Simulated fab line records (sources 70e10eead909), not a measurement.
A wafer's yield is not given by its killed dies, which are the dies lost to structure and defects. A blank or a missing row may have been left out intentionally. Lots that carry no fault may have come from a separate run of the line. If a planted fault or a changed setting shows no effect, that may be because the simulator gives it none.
fab line records	flow nand-harc	part 1 of 2: steps 1 to 32 of 43
record lots=5	wafers=15	last-day=29
route steps=1302 shown A_CHANNEL_FILL_D1@507 A_DECK1_JOINT@518 A_ONON_D2@545
lots that met no fault: taken from a fault-free run of the same line
start-h: hours from the record's first day to the start of the lot's first wafer shown	wait-h: hours elapsed since this lot's preceding step	" as in the row above	L1.1+2: a single row standing in for several wafers	- either no value or no given start	* or withheld: withheld	< > ~ a bound
route shown NAME@n: NAME is a module with steps in the file, n the number in the route of the first one	usual: the fault-free wafers' mean and standard deviation	same: alike in all rows	chamber/n: place in a boat	sites: per-site readings	_std_site: the standard deviation of these	_edge_site: inner sites' mean taken away from outer sites' mean	radius-mm: how far each site lies from the wafer's centre	mask NAME#n: copy n	behind: the tool/chamber that last shaped the wafer	hold: what put the lot on hold/how long, in hours/how the hold closed	device: the transistor (n, p or np) that didn't switch	end of line: tests run on the same wafers once the route is complete	step lacking rows: just its recipe	killed: count of dies lost to structure and defects at first sort (not the wafer's yield)	map: per-die view of a wafer (x killed, . not killed, _ where there is no die)
set.NAME: setting as actually run; set.NAME@STEP: the setting as run at that earlier step	model.NAME: the simulator's own value behind a step, which no gauge read
certain route steps with their lots: each step a table, each wafer a row
services: the hour from which a tool's chamber was out of use, counted from the record's first day as start-h (under 0 if before that day), plus the number of hours and why
## steps
# step NHARC_A_CHANNEL_FILL_D1_ALD_25
# recipe target-thk-a=600	pulse-time-s=10	ald-cycles=600	temp-c=300	material=SiOx
# usual heater-power-w=479/53	precursor-pulse-height-rel=1.001/0.021
lot.wafer	tool	chamber	start-h	wait-h	heater-power-w	precursor-pulse-height-rel
L076.4	ald-hk-03	2	249.76	0.7	590	0.989
L076.5	"	1	251.60	2.5	492	1.009
L076.6	"	2	"	"	575	0.996
L081.2	ald-hk-03	2	291.84	0.1	591	1.007
L081.4	"	1	293.76	2.0	491	1.023
L081.6	"	3	295.05	3.3	440	1.015
L083.3	ald-hk-01	0	312.27	0.7	436	0.999
L083.1	"	2	313.52	1.9	448	1.008
L083.6	"	0	314.77	3.2	449	0.995
L088.2	ald-hk-04	0	369.53	0.1	431	0.986
L088.4	"	1	"	"	399	0.997
L088.6	"	1	372.65	3.2	394	1.038
L086.3	ald-hk-03	3	370.15	0.7	430	0.984
L086.2	"	1	371.39	1.9	509	0.994
L086.6	"	3	372.63	3.2	443	1.038
# step NHARC_A_CHANNEL_FILL_D1_ETCHBACK_08
# recipe target-depth-a=2200	time-s=110	c4f8-flow-sccm=20	ar-flow-sccm=withheld	rf-w=600	bias-w=300	chemistry=C4F8
# usual oes-product-au=0.95/0.033	rf-vpp-V=442.6/1.6
lot.wafer	tool	chamber	start-h	wait-h	oes-product-au	rf-hours-counter-h	rf-vpp-V
L076.4	rie-diel-05	1	-	-	0.99	0.8	442.6
L076.5	"	1	"	"	0.99	-	442.8
L076.6	"	2	"	"	1.02	-	444.7
L081.4	rie-diel-05	1	-	-	0.99	3.1	446.3
L081.2	"	2	"	"	1.00	2.7	445.7
L081.6	"	3	"	"	0.99	-	442.4
L083.1	rie-diel-08	0	-	-	0.92	5.1	441.3
L083.3	"	1	"	"	0.92	5.0	443.0
L083.6	"	2	"	"	0.92	-	441.9
L086.2	rie-diel-09	2	-	-	1.00	2.5	439.7
L086.3	"	3	"	"	0.99	3.0	440.0
L086.6	"	1	"	"	0.99	-	441.9
L088.4	rie-diel-05	3	-	-	0.92	6.6	444.8
L088.2	"	0	"	"	0.92	8.4	442.2
L088.6	"	2	"	"	0.93	-	443.3
# step NHARC_A_CHANNEL_FILL_D1_STRIP_29
# recipe time-s=20	o2-flow-sccm=500	ar-flow-sccm=0	bias-w=0	chemistry=O2
# usual drypump-motor-current-A=5.7/0.39	oes-product-au=1.000/0.0082	rf-vpp-V=58.1/0.84	showerhead-plenum-p-Torr=3.63/0.076	throttle-valve-pct=17.035/0.0093
# same bias-w=0
lot.wafer	tool	chamber	start-h	wait-h	drypump-motor-current-A	oes-product-au	rf-hours-counter-h	rf-vpp-V	showerhead-plenum-p-Torr	throttle-valve-pct
L076.4	rie-diel-05	3	-	-	5.7	1.000	0.5	58.2	3.70	17.034
L076.6	"	2	"	"	5.8	1.006	-	58.6	3.76	17.050
L076.5	"	3	"	"	5.7	0.989	-	59.0	3.71	17.036
L081.2	rie-diel-05	3	-	-	5.7	1.011	2.4	57.9	3.70	17.034
L081.4	"	0	"	"	6.2	1.003	2.7	58.6	3.61	17.033
L081.6	"	0	"	"	6.2	1.002	-	58.1	3.61	17.030
L083.1	rie-diel-08	3	-	-	6.3	0.999	5.7	57.6	3.75	17.035
L083.3	"	0	"	"	5.9	1.004	5.1	57.4	3.56	17.051
L083.6	"	0	"	"	5.9	0.992	-	58.0	3.56	17.035
L086.2	rie-diel-09	0	-	-	5.1	1.009	3.4	58.2	3.61	17.029
L086.3	"	2	"	"	5.2	0.995	2.5	58.7	3.53	17.014
L086.6	"	0	"	"	5.1	1.002	-	58.3	3.61	17.018
L088.4	rie-diel-05	0	-	-	6.2	1.001	8.4	58.0	3.61	17.054
L088.2	"	2	"	"	5.8	1.014	9.2	57.5	3.75	17.031
L088.6	"	0	"	"	6.2	0.998	-	57.8	3.61	17.034
# step NHARC_A_CHANNEL_FILL_D1_PRECLEAN_30
# recipe time-s=30	chemistry=dHF
lot.wafer	tool	chamber	start-h	wait-h
L076.6+4+5	wet-bench-07	1,2,3	254.94	-
L081.6+4+2	wet-bench-07	7,0,4	297.79	-
L083.6+3+1	wet-bench-07	5,7,0	317.49	-
L086.6+3+2	wet-bench-07	5,6,7	375.35	-
L088.4+6+2	wet-bench-03	4,5,6	375.38	-
# step NHARC_A_CHANNEL_FILL_D1_SRD_31
lot.wafer	tool	chamber	start-h	wait-h
L076.6+4+5	wet-bench-07	1,2,3	254.96	0.0
L081.6+4+2	wet-bench-07	7,0,4	297.82	0.0
L083.6+3+1	wet-bench-07	5,7,0	-	-
L086.6+3+2	wet-bench-07	5,6,7	375.37	0.0
L088.4+6+2	wet-bench-03	4,5,6	375.41	0.0
# step NHARC_A_CHANNEL_FILL_D1_CVD_09
# recipe target-thk-a=1500	temp-c=620	pressure-mtorr=200	time-s=3000	material=poly-Si
lot.wafer	tool	chamber	start-h	wait-h
L076.4+5+6	lpcvd-poly-01	0	257.30	2.3
L081.2+4+6	lpcvd-poly-02	0	300.09	2.3
L083.1+3+6	lpcvd-poly-02	0	319.74	2.2
L086.2+3+6	lpcvd-poly-01	0	377.71	2.3
L088.2+4+6	lpcvd-poly-01	0	377.71	2.3
# step NHARC_A_CHANNEL_FILL_D1_CMP_10
# recipe target-thk-nm=150
# usual motor-current-A=12.5/1.4	pad-life-wafers=203/93	time-to-endpoint-s=15.1/1.9
lot.wafer	tool	chamber	start-h	wait-h	motor-current-A	pad-life-wafers	time-to-endpoint-s
L076.4	cmp-04	2	260.47	0.4	12.5	162	14.5
L076.6	"	2	"	"	13.1	-	15.1
L076.5	"	3	"	"	12.9	-	15.8
L081.2	cmp-03	3	303.27	0.4	13.4	168	12.7
L081.4	"	1	"	"	11.4	170	14.9
L081.6	"	3	"	"	13.0	-	11.1
L083.1	cmp-04	2	322.94	0.4	12.9	30	15.1
L083.3	"	1	"	"	12.5	33	14.3
L083.6	"	2	"	"	12.7	-	15.9
L088.2	cmp-01	3	380.89	0.4	11.5	319	15.4
L088.4	"	0	"	"	10.9	320	16.6
L088.6	"	3	"	"	11.3	-	14.3
L086.2	cmp-04	2	380.91	0.4	12.2	290	17.2
L086.3	"	3	"	"	14.3	291	16.0
L086.6	"	1	"	"	12.6	-	16.6
# step NHARC_A_CHANNEL_FILL_D1_SRD_12
lot.wafer	tool	chamber	start-h	wait-h
L076.6+5+4	wet-bench-07	6,2,3	260.76	0.0
L081.2+6+4	wet-bench-03	4,5,6	303.56	0.0
L083.1+6+3	wet-bench-03	4,6,1	323.23	0.0
L086.6+2+3	wet-bench-04	3,5,6	381.16	0.0
L088.2+4+6	wet-bench-03	5,0,2	381.16	0.0
# step NHARC_A_CHANNEL_FILL_D1_INSPECT_13
# usual raw-defect-count=288/100
lot.wafer	tool	chamber	start-h	wait-h	raw-defect-count
L076.4	defect-inspect-02	-	260.88	0.0	353
L076.5	"	-	"	"	575
L076.6	"	-	"	"	438
L081.2	defect-inspect-01	-	303.68	0.0	302
L081.4	"	-	"	"	374
L081.6	"	-	"	"	349
L083.1	defect-inspect-02	-	323.35	0.0	309
L083.3	"	-	"	"	198
L083.6	"	-	"	"	258
L086.2	defect-inspect-02	-	381.27	0.0	319
L086.3	"	-	"	"	446
L086.6	"	-	"	"	414
L088.2	defect-inspect-02	-	381.28	0.0	215
L088.4	"	-	"	"	182
L088.6	"	-	"	"	368
# step NHARC_A_DECK1_JOINT_ETCHBACK_07
# recipe target-depth-a=1050	time-s=26.9	hbr-flow-sccm=150	rf-w=350	icp-w=350	bias-w=60	chemistry=HBr
# usual bias-w=59.96/0.16	drypump-motor-current-A=5.7/0.54	oes-product-au=0.998/0.0077	throttle-valve-pct=23.266/0.0093
lot.wafer	tool	chamber	start-h	wait-h	bias-w	drypump-motor-current-A	oes-product-au	rf-hours-counter-h	throttle-valve-pct
L076.5	rie-si-01	1	260.99	0.1	60.12	5.8	0.993	-	23.271
L076.4	"	2	"	"	59.93	6.5	0.994	-	23.245
L076.6	"	0	"	"	59.86	6.2	0.994	-	23.255
L081.4	rie-si-06	0	303.76	0.1	59.90	4.8	0.987	0.20	23.252
L081.2	"	1	"	"	59.86	6.1	1.009	0.22	23.260
L081.6	"	3	"	"	59.72	6.1	0.998	-	23.277
L083.3	rie-si-06	3	323.41	0.1	59.98	6.1	0.989	0.36	23.260
L083.1	"	2	"	"	60.16	5.5	0.990	0.36	23.276
L083.6	"	3	"	"	59.95	6.1	0.996	-	23.255
L086.2	rie-si-01	1	381.33	0.1	59.73	5.8	1.010	0	23.253
L086.3	"	2	"	"	59.91	6.5	0.992	0	23.259
L086.6	"	2	"	"	59.79	6.5	0.998	-	23.256
L088.2	rie-si-06	2	381.36	0.1	60.03	5.4	1.012	0.84	23.281
L088.4	"	3	"	"	60.07	6.1	1.000	0.82	23.273
L088.6	"	1	"	"	59.55	6.1	1.004	-	23.258
# step NHARC_A_DECK1_JOINT_ETCH_25
# recipe target-depth-a=5	chemistry=dHF	material=SiO2
lot.wafer	tool	chamber	start-h	wait-h
L076.6+4+5	wet-bench-02	4,5,6	261.12	0.1
L081.4+6+2	wet-bench-05	4,5,0	303.90	0.1
L083.3+6+1	wet-bench-01	5,6,0	323.57	0.1
L086.2+3+6	wet-bench-02	5,6,2	381.48	0.1
L088.4+2+6	wet-bench-01	3,4,6	381.49	0.1
# step NHARC_A_DECK1_JOINT_ETCH_19
# recipe temp-c=25	target-depth-a=30	chemistry=TMAH	material=poly-Si
lot.wafer	tool	chamber	start-h	wait-h
L076.6+4+5	wet-bench-02	4,5,6	261.15	0.0
L081.4+6+2	wet-bench-05	4,5,0	303.93	0.0
L083.3+6+1	wet-bench-01	5,6,0	323.60	0.0
L086.2+3+6	wet-bench-02	5,6,2	381.51	0.0
L088.4+2+6	wet-bench-01	3,4,6	381.55	0.1
# step NHARC_A_DECK1_JOINT_ETCH_18
# recipe target-depth-a=30	chemistry=dHF	material=SiO2
lot.wafer	tool	chamber	start-h	wait-h
L076.6+4+5	wet-bench-02	4,5,6	-	-
L081.4+6+2	wet-bench-05	4,5,0	-	-
L083.3+6+1	wet-bench-01	5,6,0	-	-
L086.2+3+6	wet-bench-02	5,6,2	-	-
L088.4+2+6	wet-bench-01	3,4,6	-	-
# step NHARC_A_DECK1_JOINT_WET_08
# recipe temp-c=160	time-s=86	chemistry=H3PO4
lot.wafer	tool	chamber	start-h	wait-h
L076.4+5+6	wet-h3po4-02	1	263.12	-
L081.2+4+6	wet-h3po4-01	0	305.73	-
L083.1+3+6	wet-h3po4-01	1	325.37	-
L086.2+3+6	wet-h3po4-01	1	383.32	-
L088.2+4+6	wet-h3po4-01	0	383.32	-
# step NHARC_A_DECK1_JOINT_ETCH_09
# recipe target-depth-a=50	chemistry=dHF	material=SiO2
lot.wafer	tool	chamber	start-h	wait-h
L076.6+5+4	wet-bench-02	6,7,3	263.67	0.0
L081.6+4+2	wet-bench-05	5,6,7	306.28	0.0
L083.1+3+6	wet-bench-01	7,1,2	325.92	0.0
L086.3+2+6	wet-bench-02	5,0,2	383.87	0.0
L088.2+4+6	wet-bench-01	0,2,3	383.87	0.0
# step NHARC_A_DECK1_JOINT_WET_10
# recipe temp-c=160	time-s=86	chemistry=H3PO4
lot.wafer	tool	chamber	start-h	wait-h
L076.4+5+6	wet-h3po4-01	1	265.36	1.7
L081.2+4+6	wet-h3po4-01	0	307.97	1.7
L083.1+3+6	wet-h3po4-01	0	327.61	1.7
L086.2+3+6	wet-h3po4-01	1	385.56	1.7
L088.2+4+6	wet-h3po4-01	1	385.56	1.7
# step NHARC_A_DECK1_JOINT_ETCH_11
# recipe target-depth-a=350	chemistry=dHF	material=SiO2
lot.wafer	tool	chamber	start-h	wait-h
L076.6+4+5	wet-bench-02	3,4,5	266.03	0.2
L081.6+2+4	wet-bench-01	7,0,1	308.57	0.1
L083.3+1+6	wet-bench-01	4,6,1	328.16	0.0
L088.2+4+6	wet-bench-05	6,1,2	386.10	0.0
L086.2+6+3	wet-bench-01	7,1,3	386.15	0.1
# step NHARC_A_DECK1_JOINT_CVD_12
# recipe target-thk-a=900	temp-c=620	pressure-mtorr=200	time-s=1800	material=poly-Si
lot.wafer	tool	chamber	start-h	wait-h
L076.4+5+6	lpcvd-poly-02	0	268.39	2.3
L081.2+4+6	lpcvd-poly-03	0	311.17	2.6
L083.1+3+6	lpcvd-poly-04	0	330.81	2.6
L086.2+3+6	lpcvd-poly-04	0	388.76	2.6
L088.2+4+6	lpcvd-poly-04	0	388.76	2.6
# step NHARC_A_DECK1_JOINT_CMP_13
# recipe target-thk-nm=51.023
# usual motor-current-A=12.0/1.2	pad-life-wafers=166/93	time-to-endpoint-s=9.3/2.1
lot.wafer	tool	chamber	start-h	wait-h	motor-current-A	pad-life-wafers	time-to-endpoint-s
L076.4	cmp-02	3	271.25	0.4	11.2	92	9.1
L076.6	"	1	"	"	11.8	-	7.9
L076.5	"	2	"	"	12.2	-	9.1
L081.2	cmp-03	0	314.14	0.5	10.5	222	7.9
L081.4	"	1	"	"	11.8	223	8.0
L081.6	"	1	"	"	12.2	-	10.1
L083.1	cmp-01	1	333.67	0.4	13.9	175	6.2
L083.3	"	3	"	"	11.3	177	7.3
L083.6	"	1	"	"	14.3	-	4.6
L086.3	cmp-01	1	391.59	0.4	15.5	24	8.9
L086.2	"	3	"	"	11.2	26	8.1
L086.6	"	2	"	"	12.1	-	10.0
L088.2	cmp-03	3	391.62	0.4	12.4	103	9.5
L088.4	"	1	"	"	11.4	105	11.5
L088.6	"	3	"	"	12.7	-	8.7
# step NHARC_A_DECK1_JOINT_THK_MEAS_14
# recipe thk-meas-gauge=ellipsometry
# usual thk-nm=50.9/1.5
lot.wafer	tool	chamber	start-h	wait-h	thk-nm
L076.4	film-metro-01	-	271.46	0.2	49.5
L076.5	"	-	"	"	48.9
L076.6	"	-	"	"	51.9
L081.2	film-metro-02	-	314.40	0.2	51.1
L081.4	"	-	"	"	51.4
L081.6	"	-	"	"	49.0
L083.1	film-metro-01	-	333.91	0.2	50.9
L083.3	"	-	"	"	50.7
L083.6	"	-	"	"	51.1
L086.2	film-metro-02	-	391.85	0.2	49.9
L086.3	"	-	"	"	52.5
L086.6	"	-	"	"	53.3
L088.2	film-metro-01	-	391.85	0.2	47.9
L088.4	"	-	"	"	53.0
L088.6	"	-	"	"	49.4
# step NHARC_A_DECK1_JOINT_SRD_04
lot.wafer	tool	chamber	start-h	wait-h
L076.4+5+6	wet-bench-02	1,2,4	271.51	0.0
L081.6+2+4	wet-bench-02	5,6,7	314.45	0.0
L083.1+3+6	wet-bench-02	3,4,5	333.95	0.0
L086.2+6+3	wet-bench-05	0,1,2	391.89	0.0
L088.2+4+6	wet-bench-02	0,1,2	391.90	0.0
# step NHARC_A_DECK1_JOINT_ETCHBACK_00
# recipe target-depth-a=300	time-s=17.4	hbr-flow-sccm=150	rf-w=350	icp-w=350	bias-w=60	chemistry=HBr
# usual bias-w=60.00/0.18	drypump-motor-current-A=5.7/0.52	oes-product-au=0.997/0.0078	throttle-valve-pct=23.266/0.0092
lot.wafer	tool	chamber	start-h	wait-h	bias-w	drypump-motor-current-A	oes-product-au	rf-hours-counter-h	throttle-valve-pct
L076.4	rie-si-01	1	271.62	0.1	59.72	5.8	0.997	0.48	23.268
L076.5	"	3	"	"	60.01	5.1	1.000	-	23.275
L076.6	"	0	"	"	59.86	6.2	1.007	-	23.273
L081.4	rie-si-06	3	314.54	0.1	59.86	6.1	0.991	0.32	23.260
L081.2	"	0	"	"	60.38	4.8	0.982	0.31	23.264
L081.6	"	3	"	"	59.85	6.1	0.991	-	23.261
L083.3	rie-si-01	2	334.05	0.1	59.84	6.5	0.995	0.76	23.276
L083.1	"	3	"	"	60.31	5.2	0.991	0.66	23.258
L083.6	"	1	"	"	59.81	5.8	1.004	-	23.266
L086.3	rie-si-04	1	391.97	0.1	60.28	5.0	1.001	0.26	23.263
L086.2	"	0	"	"	59.91	5.9	0.998	0.30	23.259
L086.6	"	1	"	"	60.11	5.0	1.001	-	23.267
L088.2	rie-si-01	2	391.98	0.1	59.78	6.5	0.997	0.08	23.262
L088.4	"	0	"	"	60.11	6.2	0.997	0.04	23.269
L088.6	"	3	"	"	60.10	5.1	1.001	-	23.269
# step NHARC_A_DECK1_JOINT_PRECLEAN_30
# recipe time-s=*	temp-c=50	bath-age-min=0	chemistry=SC1
lot.wafer	tool	chamber	start-h	wait-h
L076.4+6+5	wet-bench-01	2,3,6	271.73	0.1
L081.4+6+2	wet-bench-01	5,6,1	314.67	0.1
L083.3+1+6	wet-bench-01	1,2,4	334.19	0.1
L086.2+3+6	wet-bench-01	5,0,1	392.12	0.1
L088.6+2+4	wet-bench-05	5,7,1	392.13	0.1
# step NHARC_A_DECK1_JOINT_SRD_31
lot.wafer	tool	chamber	start-h	wait-h
L076.4+6+5	wet-bench-01	2,3,6	-	-
L081.4+6+2	wet-bench-01	5,6,1	-	-
L083.3+1+6	wet-bench-01	1,2,4	-	-
L088.6+2+4	wet-bench-05	5,7,1	-	-
L086.2+3+6	wet-bench-01	5,0,1	392.18	0.1
# step NHARC_A_DECK1_JOINT_CVD_34
# recipe target-thk-a=200	temp-c=700	pressure-mtorr=300	material=SiNx
lot.wafer	tool	chamber	start-h	wait-h
L076.4+5+6	lpcvd-01	0	274.97	-
L081.2+4+6	lpcvd-02	0	317.91	-
L083.1+3+6	lpcvd-02	0	337.42	-
L086.2+3+6	lpcvd-01	1	395.36	3.2
L088.2+4+6	lpcvd-01	1	395.36	-
# step NHARC_A_DECK1_JOINT_DEP_06
# recipe target-thk-a=800	temp-c=65	material=SiOx
lot.wafer	tool	chamber	start-h	wait-h
L076.4+6+5	fcvd-01	1,0,1	278.78	1.0
L081.2+4+6	fcvd-02	1	321.18	0.4
L083.1+3+6	fcvd-01	1	340.64	0.4
L088.2+4+6	fcvd-01	1	398.66	0.4
L086.2+3+6	fcvd-02	0	398.68	0.4
# step NHARC_A_DECK1_JOINT_CURE_26
# recipe temp-c=150	time-s=32	pressure-atm=0.395
lot.wafer	tool	chamber	start-h	wait-h
L076.4+6+5	fcvd-01	1,0,1	278.91	0.1
L081.2+4+6	fcvd-02	1	321.34	0.1
L083.1+3+6	fcvd-01	1	340.81	0.1
L088.2+4+6	fcvd-01	1	398.82	0.1
L086.2+3+6	fcvd-02	0	399.01	0.3
# step NHARC_A_DECK1_JOINT_ANNEAL_27
# recipe temp-c=400	time-s=3600	idle-temp-c=300	ramp-up-c-per-min=10	densification-p-h2o-torr=640
lot.wafer	tool	chamber	start-h	wait-h
L076.4+5+6	furnace-02	0	282.93	4.0
L081.2+4+6	furnace-05	0	324.05	2.7
L083.1+3+6	furnace-01	0	347.28	6.5
L086.2+3+6	furnace-05	0	401.53	2.5
L088.2+4+6	furnace-05	0	401.53	2.7
# step NHARC_A_DECK1_JOINT_ANNEAL_28
# recipe temp-c=500	time-s=1800	idle-temp-c=400	ramp-up-c-per-min=10	densification-p-h2o-torr=640
lot.wafer	tool	chamber	start-h	wait-h
L076.4+5+6	furnace-02	0	289.20	4.5
L081.2+4+6	furnace-05	0	328.36	2.6
L083.1+3+6	furnace-01	0	353.50	4.5
L086.2+3+6	furnace-05	0	405.85	2.6
L088.2+4+6	furnace-05	0	405.85	2.6
# step NHARC_A_DECK1_JOINT_ANNEAL_29
# recipe temp-c=750	time-s=1800	idle-temp-c=500	ramp-up-c-per-min=10	ramp-down-c-per-min=3
lot.wafer	tool	chamber	start-h	wait-h
L076.4+5+6	furnace-02	0	295.10	5.2
L081.2+4+6	furnace-05	0	332.74	3.7
L083.1+3+6	furnace-01	0	360.37	6.2
L086.2+3+6	furnace-05	0	409.09	2.6
L088.2+4+6	furnace-05	0	409.09	2.6
# step NHARC_A_DECK1_JOINT_CMP_02
# recipe material=SiOx
# usual motor-current-A=12.0/0.99	pad-life-wafers=156/110
lot.wafer	tool	chamber	start-h	wait-h	motor-current-A	pad-life-wafers
L076.4	cmp-01	0	297.81	0.4	11.5	44
L076.6	"	2	"	"	11.8	-
L076.5	"	3	"	"	11.1	-
L081.2	cmp-03	2	335.39	0.4	12.5	306
L081.4	"	3	"	"	12.5	307
L081.6	"	3	"	"	12.6	-
L083.3	cmp-03	1	363.05	0.4	11.7	1
L083.1	"	2	"	"	12.5	2
L083.6	"	0	"	"	10.2	-
L086.2	cmp-03	1	411.78	0.4	12.3	210
L086.3	"	2	"	"	12.0	211
L086.6	"	1	"	"	11.3	-
L088.4	cmp-01	0	411.83	0.4	10.9	104
L088.2	"	1	"	"	14.4	105
L088.6	"	3	"	"	11.1	-
# step NHARC_A_DECK1_JOINT_SRD_15
lot.wafer	tool	chamber	start-h	wait-h
L076.4+5+6	wet-bench-05	0,2,3	298.06	0.0
L081.6+4+2	wet-bench-05	5,6,1	335.69	0.0
L083.3+1+6	wet-bench-02	6,0,2	363.32	0.0
L086.6+2+3	wet-bench-01	1,4,5	412.07	0.0
L088.4+2+6	wet-bench-05	5,7,1	412.08	0.0
